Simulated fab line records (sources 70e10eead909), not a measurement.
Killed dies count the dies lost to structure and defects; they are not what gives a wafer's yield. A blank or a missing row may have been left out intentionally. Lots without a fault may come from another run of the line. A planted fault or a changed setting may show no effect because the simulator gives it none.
fab line records :: flow nand-harc
record
  lots=6
  wafers=18
  last-day=23
route steps=1159 shown A_BONDPAD@1065
lots that met no fault: taken from a fault-free run of the same line
start-h: start of the lot's first displayed wafer, in hours after the record's first day :: wait-h: time in hours since the lot's previous step :: " the same as in the row above :: L1.1+2: a single row standing in for several wafers :: - value missing, or start not given :: * or withheld: withheld :: < > ~ a bound
route shown NAME@n: a module of which the file shows steps, and the number in the route of the first :: usual: average and standard deviation across the fault-free wafers :: same: alike in all rows :: chamber/n: place in a boat :: sites: readings site by site :: _std_site: their standard deviation :: _edge_site: outer sites' mean less inner sites' :: radius-mm: how far each site lies from the wafer's centre :: mask NAME#n: copy n :: behind: the most recent tool/chamber to have shaped the wafer :: hold: the reason the lot was held/the length of the hold in hours/how it ended :: device: the n, p or np transistor that did not switch :: end of line: the same wafers' tests at the end of the route :: a step without rows: its recipe alone :: killed: dies lost to structure and defects at the first sort, not the wafer's yield :: map: shows each die of a wafer: x if killed, . if not, _ if none is there
set.NAME: the run value of the setting; set.NAME@STEP: its run value at that earlier step :: model.NAME: the simulator's own value behind a step, which no gauge read
lots seen at some steps along the route; tables by step, rows by wafer
services: the hour from which a tool's chamber was out of use, counted from the record's first day as start-h (under 0 if before that day), plus the number of hours and why
## steps
# step NHARC_A_BONDPAD_COAT_33
# recipe
  temp-c=200
  time-s=65
# step NHARC_A_BONDPAD_COAT_03
# recipe
  spin-rpm=2000
  resist-thk-nm=600
# step NHARC_A_BONDPAD_SOFTBAKE_04
# recipe
  temp-c=125
  time-s=70
# step NHARC_A_BONDPAD_EBR_05
# step NHARC_A_BONDPAD_EXPOSE_06
# recipe
  na=0.55
  dose-mj=36.99
  mask-id=A_BPAD
# step NHARC_A_BONDPAD_PEB_07
# recipe
  peb-temp-c=128
  peb-time-s=80
# step NHARC_A_BONDPAD_DEVELOP_08
# recipe
  time-s=50
  dev-temp-c=22
# step NHARC_A_BONDPAD_CD_MEAS_09
# recipe
  target-cd-nm=500
  landing-energy-ev=500
# usual
  cd-nm=499.8/1.7
lot.wafer: L792.1
tool: cd-sem-02
chamber: 0
start-h: 421.35
wait-h: -
cd-nm: 500.9

lot.wafer: L792.4
tool: cd-sem-02
chamber: 0
start-h: 421.35
wait-h: -
cd-nm: 502.3

lot.wafer: L792.5
tool: cd-sem-02
chamber: 0
start-h: 421.35
wait-h: -
cd-nm: 502.3

lot.wafer: L796.1
tool: cd-sem-02
chamber: 0
start-h: 464.28
wait-h: -
cd-nm: 498.7

lot.wafer: L796.2
tool: cd-sem-02
chamber: 0
start-h: 464.28
wait-h: -
cd-nm: 500.6

lot.wafer: L796.4
tool: cd-sem-02
chamber: 0
start-h: 464.28
wait-h: -
cd-nm: 499.6

lot.wafer: L798.3
tool: cd-sem-03
chamber: 0
start-h: 470.57
wait-h: -
cd-nm: 499.8

lot.wafer: L798.5
tool: cd-sem-03
chamber: 0
start-h: 470.57
wait-h: -
cd-nm: 501.0

lot.wafer: L798.6
tool: cd-sem-03
chamber: 0
start-h: 470.57
wait-h: -
cd-nm: 500.5

lot.wafer: L800.1
tool: cd-sem-02
chamber: 0
start-h: 476.15
wait-h: -
cd-nm: 499.0

lot.wafer: L800.3
tool: cd-sem-02
chamber: 0
start-h: 476.15
wait-h: -
cd-nm: 498.8

lot.wafer: L800.6
tool: cd-sem-02
chamber: 0
start-h: 476.15
wait-h: -
cd-nm: 498.2

lot.wafer: L804.1
tool: cd-sem-01
chamber: 0
start-h: 514.92
wait-h: -
cd-nm: 498.1

lot.wafer: L804.4
tool: cd-sem-01
chamber: 0
start-h: 514.92
wait-h: -
cd-nm: 497.6

lot.wafer: L804.5
tool: cd-sem-01
chamber: 0
start-h: 514.92
wait-h: -
cd-nm: 499.0

lot.wafer: L806.1
tool: cd-sem-02
chamber: 0
start-h: 531.20
wait-h: -
cd-nm: 499.2

lot.wafer: L806.5
tool: cd-sem-02
chamber: 0
start-h: 531.20
wait-h: -
cd-nm: 501.9

lot.wafer: L806.6
tool: cd-sem-02
chamber: 0
start-h: 531.20
wait-h: -
cd-nm: 499.6
# step NHARC_A_BONDPAD_OVL_MEAS_35
# usual
  overlay-x-nm=0/6.4
  overlay-y-nm=-1/5.3
lot.wafer: L792.1
tool: overlay-02
chamber: -
start-h: 421.44
wait-h: -
overlay-x-nm: 6
overlay-y-nm: -13

lot.wafer: L792.4
tool: overlay-02
chamber: -
start-h: 421.44
wait-h: -
overlay-x-nm: 6
overlay-y-nm: -13

lot.wafer: L792.5
tool: overlay-02
chamber: -
start-h: 421.44
wait-h: -
overlay-x-nm: 7
overlay-y-nm: -12

lot.wafer: L796.1
tool: overlay-02
chamber: -
start-h: 464.37
wait-h: -
overlay-x-nm: -9
overlay-y-nm: 12

lot.wafer: L796.2
tool: overlay-02
chamber: -
start-h: 464.37
wait-h: -
overlay-x-nm: -9
overlay-y-nm: 12

lot.wafer: L796.4
tool: overlay-02
chamber: -
start-h: 464.37
wait-h: -
overlay-x-nm: -8
overlay-y-nm: 12

lot.wafer: L798.3
tool: overlay-01
chamber: -
start-h: 470.65
wait-h: -
overlay-x-nm: 8
overlay-y-nm: -6

lot.wafer: L798.5
tool: overlay-01
chamber: -
start-h: 470.65
wait-h: -
overlay-x-nm: 9
overlay-y-nm: -7

lot.wafer: L798.6
tool: overlay-01
chamber: -
start-h: 470.65
wait-h: -
overlay-x-nm: 9
overlay-y-nm: -7

lot.wafer: L800.1
tool: overlay-01
chamber: -
start-h: 476.24
wait-h: -
overlay-x-nm: -5
overlay-y-nm: 6

lot.wafer: L800.3
tool: overlay-01
chamber: -
start-h: 476.24
wait-h: -
overlay-x-nm: -5
overlay-y-nm: 5

lot.wafer: L800.6
tool: overlay-01
chamber: -
start-h: 476.24
wait-h: -
overlay-x-nm: -5
overlay-y-nm: 6

lot.wafer: L804.1
tool: overlay-01
chamber: -
start-h: 515.00
wait-h: -
overlay-x-nm: -8
overlay-y-nm: -5

lot.wafer: L804.4
tool: overlay-01
chamber: -
start-h: 515.00
wait-h: -
overlay-x-nm: -7
overlay-y-nm: -5

lot.wafer: L804.5
tool: overlay-01
chamber: -
start-h: 515.00
wait-h: -
overlay-x-nm: -8
overlay-y-nm: -5

lot.wafer: L806.1
tool: overlay-01
chamber: -
start-h: 531.29
wait-h: -
overlay-x-nm: 2
overlay-y-nm: 3

lot.wafer: L806.5
tool: overlay-01
chamber: -
start-h: 531.29
wait-h: -
overlay-x-nm: 2
overlay-y-nm: 2

lot.wafer: L806.6
tool: overlay-01
chamber: -
start-h: 531.29
wait-h: -
overlay-x-nm: 2
overlay-y-nm: 2
# step NHARC_A_BONDPAD_HARDBAKE_10
# recipe
  temp-c=118
  time-s=65
# step NHARC_A_BONDPAD_DESCUM_11
# recipe
  time-s=3
  o2-flow-sccm=200
  ar-flow-sccm=0
  bias-power-w=0
  chemistry=O2
# usual
  drypump-motor-current-A=5.80/0.16
  oes-product-au=1.003/0.0082
  rf-vpp-V=57.9/0.92
  showerhead-plenum-p-Torr=1.93/0.099
  throttle-valve-pct=11.310/0.0088
lot.wafer: L792.1
tool: rie-diel-10
chamber: 0
start-h: 421.56
wait-h: -
drypump-motor-current-A: 5.29
oes-product-au: 0.997
rf-hours-counter-h: 13
rf-vpp-V: 57.1
showerhead-plenum-p-Torr: 2.02
throttle-valve-pct: 11.306

lot.wafer: L792.4
tool: rie-diel-10
chamber: 2
start-h: 421.56
wait-h: -
drypump-motor-current-A: 6.06
oes-product-au: 1.009
rf-hours-counter-h: 13
rf-vpp-V: 57.6
showerhead-plenum-p-Torr: 1.97
throttle-valve-pct: 11.319

lot.wafer: L792.5
tool: rie-diel-10
chamber: 1
start-h: 421.56
wait-h: -
drypump-motor-current-A: 5.61
oes-product-au: 1.008
rf-hours-counter-h: -
rf-vpp-V: 58.7
showerhead-plenum-p-Torr: 1.90
throttle-valve-pct: 11.306

lot.wafer: L796.1
tool: rie-diel-06
chamber: 1
start-h: 464.49
wait-h: -
drypump-motor-current-A: 5.91
oes-product-au: 1.005
rf-hours-counter-h: 1
rf-vpp-V: 59.9
showerhead-plenum-p-Torr: 2.04
throttle-valve-pct: 11.316

lot.wafer: L796.2
tool: rie-diel-06
chamber: 3
start-h: 464.49
wait-h: -
drypump-motor-current-A: 5.96
oes-product-au: 0.993
rf-hours-counter-h: 1
rf-vpp-V: 57.4
showerhead-plenum-p-Torr: 1.99
throttle-valve-pct: 11.318

lot.wafer: L796.4
tool: rie-diel-06
chamber: 0
start-h: 464.49
wait-h: -
drypump-motor-current-A: 5.66
oes-product-au: 0.996
rf-hours-counter-h: 1
rf-vpp-V: 56.8
showerhead-plenum-p-Torr: 1.79
throttle-valve-pct: 11.313

lot.wafer: L798.3
tool: rie-diel-06
chamber: 2
start-h: 470.80
wait-h: -
drypump-motor-current-A: 5.68
oes-product-au: 1.005
rf-hours-counter-h: 1
rf-vpp-V: 58.0
showerhead-plenum-p-Torr: 1.84
throttle-valve-pct: 11.304

lot.wafer: L798.5
tool: rie-diel-06
chamber: 3
start-h: 470.80
wait-h: -
drypump-motor-current-A: 5.93
oes-product-au: 1.002
rf-hours-counter-h: -
rf-vpp-V: 57.2
showerhead-plenum-p-Torr: 1.99
throttle-valve-pct: 11.325

lot.wafer: L798.6
tool: rie-diel-06
chamber: 0
start-h: 470.80
wait-h: -
drypump-motor-current-A: 5.63
oes-product-au: 1.015
rf-hours-counter-h: -
rf-vpp-V: 56.3
showerhead-plenum-p-Torr: 1.79
throttle-valve-pct: 11.322

lot.wafer: L800.1
tool: rie-diel-06
chamber: 1
start-h: 476.37
wait-h: -
drypump-motor-current-A: 5.91
oes-product-au: 1.012
rf-hours-counter-h: 2
rf-vpp-V: 57.6
showerhead-plenum-p-Torr: 2.04
throttle-valve-pct: 11.317

lot.wafer: L800.3
tool: rie-diel-06
chamber: 3
start-h: 476.37
wait-h: -
drypump-motor-current-A: 5.95
oes-product-au: 1.011
rf-hours-counter-h: 2
rf-vpp-V: 58.1
showerhead-plenum-p-Torr: 1.99
throttle-valve-pct: 11.305

lot.wafer: L800.6
tool: rie-diel-06
chamber: 1
start-h: 476.37
wait-h: -
drypump-motor-current-A: 5.92
oes-product-au: 1.016
rf-hours-counter-h: -
rf-vpp-V: 58.3
showerhead-plenum-p-Torr: 2.04
throttle-valve-pct: 11.322

lot.wafer: L804.1
tool: rie-diel-06
chamber: 1
start-h: 515.15
wait-h: -
drypump-motor-current-A: 5.91
oes-product-au: 1.015
rf-hours-counter-h: 3
rf-vpp-V: 57.5
showerhead-plenum-p-Torr: 2.04
throttle-valve-pct: 11.309

lot.wafer: L804.4
tool: rie-diel-06
chamber: 2
start-h: 515.15
wait-h: -
drypump-motor-current-A: 5.74
oes-product-au: 0.996
rf-hours-counter-h: 3
rf-vpp-V: 58.0
showerhead-plenum-p-Torr: 1.84
throttle-valve-pct: 11.301

lot.wafer: L804.5
tool: rie-diel-06
chamber: 3
start-h: 515.15
wait-h: -
drypump-motor-current-A: 5.93
oes-product-au: 0.998
rf-hours-counter-h: -
rf-vpp-V: 58.0
showerhead-plenum-p-Torr: 1.99
throttle-valve-pct: 11.305

lot.wafer: L806.1
tool: rie-diel-06
chamber: 0
start-h: 531.42
wait-h: -
drypump-motor-current-A: 5.65
oes-product-au: 1.012
rf-hours-counter-h: 3
rf-vpp-V: 57.7
showerhead-plenum-p-Torr: 1.79
throttle-valve-pct: 11.305

lot.wafer: L806.5
tool: rie-diel-06
chamber: 3
start-h: 531.42
wait-h: -
drypump-motor-current-A: 5.95
oes-product-au: 0.998
rf-hours-counter-h: -
rf-vpp-V: 59.7
showerhead-plenum-p-Torr: 1.98
throttle-valve-pct: 11.308

lot.wafer: L806.6
tool: rie-diel-06
chamber: 0
start-h: 531.42
wait-h: -
drypump-motor-current-A: 5.63
oes-product-au: 1.009
rf-hours-counter-h: -
rf-vpp-V: 56.6
showerhead-plenum-p-Torr: 1.79
throttle-valve-pct: 11.314
# step NHARC_A_BONDPAD_ETCH_34
# recipe
  target-depth-a=600
  overetch-a=180
  time-s=65.91
  ion-energy-ev=200
  n2-flow-sccm=150
  h2-flow-sccm=150
  ar-flow-sccm=0
  rf-w=400
  bias-w=150
  chemistry=N2/H2
# usual
  drypump-motor-current-A=5.81/0.16
  oes-product-au=1.003/0.0066
  rf-fwd-power-W=397.1/1.3
  rf-vpp-V=431/3.1
  showerhead-plenum-p-Torr=2.05/0.11
  throttle-valve-pct=14.171/0.009
lot.wafer: L792.1
tool: rie-diel-10
chamber: 3
start-h: 421.67
wait-h: 0.1
drypump-motor-current-A: 5.89
oes-product-au: 1.009
rf-fwd-power-W: 399.7
rf-hours-counter-h: 12
rf-vpp-V: 435
showerhead-plenum-p-Torr: 2.17
throttle-valve-pct: 14.167

lot.wafer: L792.4
tool: rie-diel-10
chamber: 0
start-h: 421.67
wait-h: 0.1
drypump-motor-current-A: 5.31
oes-product-au: 1.002
rf-fwd-power-W: 397.5
rf-hours-counter-h: 13
rf-vpp-V: 434
showerhead-plenum-p-Torr: 2.15
throttle-valve-pct: 14.159

lot.wafer: L792.5
tool: rie-diel-10
chamber: 2
start-h: 421.67
wait-h: 0.1
drypump-motor-current-A: 6.09
oes-product-au: 1.008
rf-fwd-power-W: 395.9
rf-hours-counter-h: -
rf-vpp-V: 433
showerhead-plenum-p-Torr: 2.10
throttle-valve-pct: 14.165

lot.wafer: L796.4
tool: rie-diel-06
chamber: 1
start-h: 464.58
wait-h: 0.1
drypump-motor-current-A: 5.94
oes-product-au: 1.006
rf-fwd-power-W: 395.8
rf-hours-counter-h: 1
rf-vpp-V: 433
showerhead-plenum-p-Torr: 2.18
throttle-valve-pct: 14.178

lot.wafer: L796.1
tool: rie-diel-06
chamber: 3
start-h: 464.58
wait-h: 0.1
drypump-motor-current-A: 5.94
oes-product-au: 1.004
rf-fwd-power-W: 395.5
rf-hours-counter-h: 1
rf-vpp-V: 433
showerhead-plenum-p-Torr: 2.12
throttle-valve-pct: 14.179

lot.wafer: L796.2
tool: rie-diel-06
chamber: 0
start-h: 464.58
wait-h: 0.1
drypump-motor-current-A: 5.66
oes-product-au: 0.999
rf-fwd-power-W: 396.9
rf-hours-counter-h: 1
rf-vpp-V: 426
showerhead-plenum-p-Torr: 1.91
throttle-valve-pct: 14.174

lot.wafer: L798.3
tool: rie-diel-06
chamber: 3
start-h: 470.86
wait-h: 0.1
drypump-motor-current-A: 5.91
oes-product-au: 0.995
rf-fwd-power-W: 396.4
rf-hours-counter-h: 1
rf-vpp-V: 433
showerhead-plenum-p-Torr: 2.12
throttle-valve-pct: 14.185

lot.wafer: L798.5
tool: rie-diel-06
chamber: 3
start-h: 470.86
wait-h: 0.1
drypump-motor-current-A: 5.95
oes-product-au: 1.001
rf-fwd-power-W: 395.5
rf-hours-counter-h: -
rf-vpp-V: 434
showerhead-plenum-p-Torr: 2.12
throttle-valve-pct: 14.176

lot.wafer: L798.6
tool: rie-diel-06
chamber: 0
start-h: 470.86
wait-h: 0.1
drypump-motor-current-A: 5.67
oes-product-au: 1.008
rf-fwd-power-W: 394.2
rf-hours-counter-h: -
rf-vpp-V: 427
showerhead-plenum-p-Torr: 1.91
throttle-valve-pct: 14.181

lot.wafer: L800.3
tool: rie-diel-06
chamber: 1
start-h: 476.45
wait-h: 0.1
drypump-motor-current-A: 5.90
oes-product-au: 1.009
rf-fwd-power-W: 396.1
rf-hours-counter-h: 2
rf-vpp-V: 434
showerhead-plenum-p-Torr: 2.18
throttle-valve-pct: 14.185

lot.wafer: L800.1
tool: rie-diel-06
chamber: 2
start-h: 476.45
wait-h: 0.1
drypump-motor-current-A: 5.70
oes-product-au: 0.992
rf-fwd-power-W: 398.5
rf-hours-counter-h: 2
rf-vpp-V: 428
showerhead-plenum-p-Torr: 1.96
throttle-valve-pct: 14.157

lot.wafer: L800.6
tool: rie-diel-06
chamber: 1
start-h: 476.45
wait-h: 0.1
drypump-motor-current-A: 5.90
oes-product-au: 1.007
rf-fwd-power-W: 397.0
rf-hours-counter-h: -
rf-vpp-V: 435
showerhead-plenum-p-Torr: 2.18
throttle-valve-pct: 14.177

lot.wafer: L804.1
tool: rie-diel-06
chamber: 0
start-h: 515.23
wait-h: 0.1
drypump-motor-current-A: 5.68
oes-product-au: 1.001
rf-fwd-power-W: 396.8
rf-hours-counter-h: 3
rf-vpp-V: 425
showerhead-plenum-p-Torr: 1.91
throttle-valve-pct: 14.192

lot.wafer: L804.4
tool: rie-diel-06
chamber: 1
start-h: 515.23
wait-h: 0.1
drypump-motor-current-A: 5.92
oes-product-au: 1.007
rf-fwd-power-W: 398.0
rf-hours-counter-h: 3
rf-vpp-V: 435
showerhead-plenum-p-Torr: 2.18
throttle-valve-pct: 14.175

lot.wafer: L804.5
tool: rie-diel-06
chamber: 2
start-h: 515.23
wait-h: 0.1
drypump-motor-current-A: 5.74
oes-product-au: 1.005
rf-fwd-power-W: 399.9
rf-hours-counter-h: -
rf-vpp-V: 428
showerhead-plenum-p-Torr: 1.96
throttle-valve-pct: 14.159

lot.wafer: L806.1
tool: rie-diel-06
chamber: 3
start-h: 531.51
wait-h: 0.1
drypump-motor-current-A: 5.96
oes-product-au: 1.005
rf-fwd-power-W: 398.6
rf-hours-counter-h: 3
rf-vpp-V: 432
showerhead-plenum-p-Torr: 2.12
throttle-valve-pct: 14.170

lot.wafer: L806.5
tool: rie-diel-06
chamber: 2
start-h: 531.51
wait-h: 0.1
drypump-motor-current-A: 5.73
oes-product-au: 0.991
rf-fwd-power-W: 398.1
rf-hours-counter-h: -
rf-vpp-V: 429
showerhead-plenum-p-Torr: 1.96
throttle-valve-pct: 14.167

lot.wafer: L806.6
tool: rie-diel-06
chamber: 3
start-h: 531.51
wait-h: 0.1
drypump-motor-current-A: 5.96
oes-product-au: 0.997
rf-fwd-power-W: 397.3
rf-hours-counter-h: -
rf-vpp-V: 432
showerhead-plenum-p-Torr: 2.12
throttle-valve-pct: 14.170
# step NHARC_A_BONDPAD_ETCH_12
# recipe
  target-depth-a=2200
  time-s=110
  chf3-flow-sccm=50
  o2-flow-sccm=10
  ar-flow-sccm=200
  rf-w=500
  bias-w=200
  chemistry=CHF3/O2
# usual
  drypump-motor-current-A=5.79/0.16
  oes-product-au=0.949/0.021
  rf-fwd-power-W=497.8/1.5
  rf-vpp-V=370.9/2.7
  showerhead-plenum-p-Torr=2.41/0.12
  throttle-valve-pct=20.572/0.01
lot.wafer: L792.1
tool: rie-diel-10
chamber: 3
start-h: 421.75
wait-h: -
drypump-motor-current-A: 5.90
oes-product-au: 0.928
rf-fwd-power-W: 499.0
rf-hours-counter-h: 12
rf-vpp-V: 372.5
showerhead-plenum-p-Torr: 2.55
throttle-valve-pct: 20.581

lot.wafer: L792.4
tool: rie-diel-10
chamber: 1
start-h: 421.75
wait-h: -
drypump-motor-current-A: 5.62
oes-product-au: 0.932
rf-fwd-power-W: 494.0
rf-hours-counter-h: 13
rf-vpp-V: 371.5
showerhead-plenum-p-Torr: 2.39
throttle-valve-pct: 20.553

lot.wafer: L792.5
tool: rie-diel-10
chamber: 3
start-h: 421.75
wait-h: -
drypump-motor-current-A: 5.87
oes-product-au: 0.918
rf-fwd-power-W: 493.0
rf-hours-counter-h: -
rf-vpp-V: 372.7
showerhead-plenum-p-Torr: 2.54
throttle-valve-pct: 20.567

lot.wafer: L796.4
tool: rie-diel-06
chamber: 0
start-h: 464.68
wait-h: -
drypump-motor-current-A: 5.66
oes-product-au: 0.984
rf-fwd-power-W: 495.8
rf-hours-counter-h: 1
rf-vpp-V: 367.3
showerhead-plenum-p-Torr: 2.26
throttle-valve-pct: 20.572

lot.wafer: L796.1
tool: rie-diel-06
chamber: 1
start-h: 464.68
wait-h: -
drypump-motor-current-A: 5.91
oes-product-au: 0.973
rf-fwd-power-W: 498.6
rf-hours-counter-h: 1
rf-vpp-V: 372.4
showerhead-plenum-p-Torr: 2.56
throttle-valve-pct: 20.558

lot.wafer: L796.2
tool: rie-diel-06
chamber: 2
start-h: 464.68
wait-h: -
drypump-motor-current-A: 5.73
oes-product-au: 0.961
rf-fwd-power-W: 497.7
rf-hours-counter-h: 1
rf-vpp-V: 368.5
showerhead-plenum-p-Torr: 2.31
throttle-valve-pct: 20.577

lot.wafer: L798.3
tool: rie-diel-06
chamber: 2
start-h: 470.97
wait-h: -
drypump-motor-current-A: 5.69
oes-product-au: 0.979
rf-fwd-power-W: 496.9
rf-hours-counter-h: 1
rf-vpp-V: 369.1
showerhead-plenum-p-Torr: 2.31
throttle-valve-pct: 20.574

lot.wafer: L798.5
tool: rie-diel-06
chamber: 0
start-h: 470.97
wait-h: -
drypump-motor-current-A: 5.67
oes-product-au: 0.972
rf-fwd-power-W: 497.1
rf-hours-counter-h: -
rf-vpp-V: 368.2
showerhead-plenum-p-Torr: 2.26
throttle-valve-pct: 20.562

lot.wafer: L798.6
tool: rie-diel-06
chamber: 1
start-h: 470.97
wait-h: -
drypump-motor-current-A: 5.93
oes-product-au: 0.980
rf-fwd-power-W: 498.5
rf-hours-counter-h: -
rf-vpp-V: 372.9
showerhead-plenum-p-Torr: 2.56
throttle-valve-pct: 20.577

lot.wafer: L800.1
tool: rie-diel-06
chamber: 2
start-h: 476.54
wait-h: -
drypump-motor-current-A: 5.67
oes-product-au: 0.929
rf-fwd-power-W: 496.5
rf-hours-counter-h: 2
rf-vpp-V: 368.7
showerhead-plenum-p-Torr: 2.31
throttle-valve-pct: 20.574

lot.wafer: L800.3
tool: rie-diel-06
chamber: 0
start-h: 476.54
wait-h: -
drypump-motor-current-A: 5.65
oes-product-au: 0.937
rf-fwd-power-W: 497.1
rf-hours-counter-h: 2
rf-vpp-V: 368.4
showerhead-plenum-p-Torr: 2.26
throttle-valve-pct: 20.592

lot.wafer: L800.6
tool: rie-diel-06
chamber: 3
start-h: 476.54
wait-h: -
drypump-motor-current-A: 5.96
oes-product-au: 0.943
rf-fwd-power-W: 499.9
rf-hours-counter-h: -
rf-vpp-V: 374.8
showerhead-plenum-p-Torr: 2.49
throttle-valve-pct: 20.581

lot.wafer: L804.1
tool: rie-diel-06
chamber: 0
start-h: 515.32
wait-h: -
drypump-motor-current-A: 5.66
oes-product-au: 0.731
rf-fwd-power-W: 298.6
rf-hours-counter-h: 3
rf-vpp-V: 367.2
showerhead-plenum-p-Torr: 2.26
throttle-valve-pct: 20.556

lot.wafer: L804.4
tool: rie-diel-06
chamber: 1
start-h: 515.32
wait-h: -
drypump-motor-current-A: 5.93
oes-product-au: 0.979
rf-fwd-power-W: 496.2
rf-hours-counter-h: 3
rf-vpp-V: 373.9
showerhead-plenum-p-Torr: 2.56
throttle-valve-pct: 20.570

lot.wafer: L804.5
tool: rie-diel-06
chamber: 3
start-h: 515.32
wait-h: -
drypump-motor-current-A: 5.97
oes-product-au: 0.947
rf-fwd-power-W: 496.8
rf-hours-counter-h: -
rf-vpp-V: 373.8
showerhead-plenum-p-Torr: 2.49
throttle-valve-pct: 20.585

lot.wafer: L806.1
tool: rie-diel-06
chamber: 0
start-h: 531.61
wait-h: -
drypump-motor-current-A: 5.68
oes-product-au: 0.725
rf-fwd-power-W: 297.2
rf-hours-counter-h: 3
rf-vpp-V: 367.3
showerhead-plenum-p-Torr: 2.26
throttle-valve-pct: 20.566

lot.wafer: L806.6
tool: rie-diel-06
chamber: 2
start-h: 531.61
wait-h: -
drypump-motor-current-A: 5.71
oes-product-au: 0.973
rf-fwd-power-W: 498.3
rf-hours-counter-h: -
rf-vpp-V: 369.0
showerhead-plenum-p-Torr: 2.31
throttle-valve-pct: 20.571

lot.wafer: L806.5
tool: rie-diel-06
chamber: 3
start-h: 531.61
wait-h: -
drypump-motor-current-A: 5.93
oes-product-au: 0.957
rf-fwd-power-W: 498.2
rf-hours-counter-h: -
rf-vpp-V: 372.6
showerhead-plenum-p-Torr: 2.49
throttle-valve-pct: 20.581
# step NHARC_A_BONDPAD_CD_MEAS_13
# usual
  cd-nm=499.5/1.7
lot.wafer: L792.1
tool: cd-sem-01
chamber: -
start-h: 421.89
wait-h: -
cd-nm: 499.6

lot.wafer: L792.4
tool: cd-sem-01
chamber: -
start-h: 421.89
wait-h: -
cd-nm: 501.6

lot.wafer: L792.5
tool: cd-sem-01
chamber: -
start-h: 421.89
wait-h: -
cd-nm: 501.7

lot.wafer: L796.1
tool: cd-sem-01
chamber: -
start-h: 464.81
wait-h: -
cd-nm: 498.5

lot.wafer: L796.2
tool: cd-sem-01
chamber: -
start-h: 464.81
wait-h: -
cd-nm: 500.0

lot.wafer: L796.4
tool: cd-sem-01
chamber: -
start-h: 464.81
wait-h: -
cd-nm: 499.6

lot.wafer: L798.3
tool: cd-sem-01
chamber: -
start-h: 471.09
wait-h: -
cd-nm: 499.0

lot.wafer: L798.5
tool: cd-sem-01
chamber: -
start-h: 471.09
wait-h: -
cd-nm: 500.6

lot.wafer: L798.6
tool: cd-sem-01
chamber: -
start-h: 471.09
wait-h: -
cd-nm: 500.4

lot.wafer: L800.1
tool: cd-sem-03
chamber: -
start-h: 476.68
wait-h: -
cd-nm: 498.3

lot.wafer: L800.3
tool: cd-sem-03
chamber: -
start-h: 476.68
wait-h: -
cd-nm: 498.4

lot.wafer: L800.6
tool: cd-sem-03
chamber: -
start-h: 476.68
wait-h: -
cd-nm: 497.1

lot.wafer: L804.1
tool: cd-sem-01
chamber: -
start-h: 515.44
wait-h: -
cd-nm: 494.4

lot.wafer: L804.4
tool: cd-sem-01
chamber: -
start-h: 515.44
wait-h: -
cd-nm: 496.7

lot.wafer: L804.5
tool: cd-sem-01
chamber: -
start-h: 515.44
wait-h: -
cd-nm: 497.7

lot.wafer: L806.1
tool: cd-sem-01
chamber: -
start-h: 531.73
wait-h: -
cd-nm: 496.5

lot.wafer: L806.5
tool: cd-sem-01
chamber: -
start-h: 531.73
wait-h: -
cd-nm: 501.8

lot.wafer: L806.6
tool: cd-sem-01
chamber: -
start-h: 531.73
wait-h: -
cd-nm: 499.5
## services
tool: rie-diel-06
chamber: -
start-h: 418.20
hours: 9.0
kind: pm

tool: rie-diel-06
chamber: 0
start-h: 418.20
hours: 9.0
kind: vent-cycle

tool: rie-diel-06
chamber: 1
start-h: 418.20
hours: 9.0
kind: vent-cycle

tool: rie-diel-06
chamber: 2
start-h: 418.20
hours: 9.0
kind: vent-cycle

tool: rie-diel-06
chamber: 3
start-h: 418.20
hours: 9.0
kind: vent-cycle

tool: rie-diel-06
chamber: 0
start-h: 427.20
hours: -
kind: clean

tool: rie-diel-06
chamber: 1
start-h: 427.20
hours: -
kind: clean

tool: rie-diel-06
chamber: 2
start-h: 427.20
hours: -
kind: clean

tool: rie-diel-06
chamber: 3
start-h: 427.20
hours: -
kind: clean

tool: rie-diel-06
chamber: 0
start-h: 451.70
hours: -
kind: clean

tool: rie-diel-06
chamber: 1
start-h: 451.70
hours: -
kind: clean

tool: rie-diel-06
chamber: 2
start-h: 451.70
hours: -
kind: clean

tool: rie-diel-06
chamber: 3
start-h: 451.70
hours: -
kind: clean

tool: rie-diel-06
chamber: 0
start-h: 476.20
hours: -
kind: clean

tool: rie-diel-06
chamber: 1
start-h: 476.20
hours: -
kind: clean

tool: rie-diel-06
chamber: 2
start-h: 476.20
hours: -
kind: clean

tool: rie-diel-06
chamber: 3
start-h: 476.20
hours: -
kind: clean

tool: rie-diel-06
chamber: 1
start-h: 477.61
hours: 9.3
kind: repair

tool: rie-diel-10
chamber: 2
start-h: 490.97
hours: 14.2
kind: repair

tool: rie-diel-06
chamber: 0
start-h: 500.70
hours: -
kind: clean

tool: rie-diel-06
chamber: 1
start-h: 500.70
hours: -
kind: clean

tool: rie-diel-06
chamber: 2
start-h: 500.70
hours: -
kind: clean

tool: rie-diel-06
chamber: 3
start-h: 500.70
hours: -
kind: clean

tool: rie-diel-10
chamber: -
start-h: 530.58
hours: 9.0
kind: pm
## key
first-sign
  step=NHARC_A_BONDPAD_ETCH_12
  reading=rf-fwd-power-W
  direction=down
  sigmas=99+
  usual=*
  struck=*
effect
  step=NHARC_A_BONDPAD_ETCH_12
  reading=oes-product-au
  direction=down
  sigmas=11
  usual=0.949
  struck=0.728
met-at NHARC_A_BONDPAD_ETCH_12
struck-wafers L804.1,L806.1
later-rows-left-out L804.1,L806.1
sort-left-out L804.1,L806.1
onset-between 476.54 515.32
fault
  kind=process-parameter-drift
  tool=rie-diel-06
  chamber=0
  onset-h=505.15
  steps=NHARC_A_BONDPAD_ETCH_12
  channel=rf-w
  offset=*
  shape=step
  acts-in=*
  stated=*
# sort-left-out: the simulated sort isn't trusted on such a fault, so these wafers' sort isn't shown, and their yield isn't known
# later-rows-left-out: the simulator's readings of these wafers behind a module that went badly wrong aren't trusted and aren't shown, but for the sort
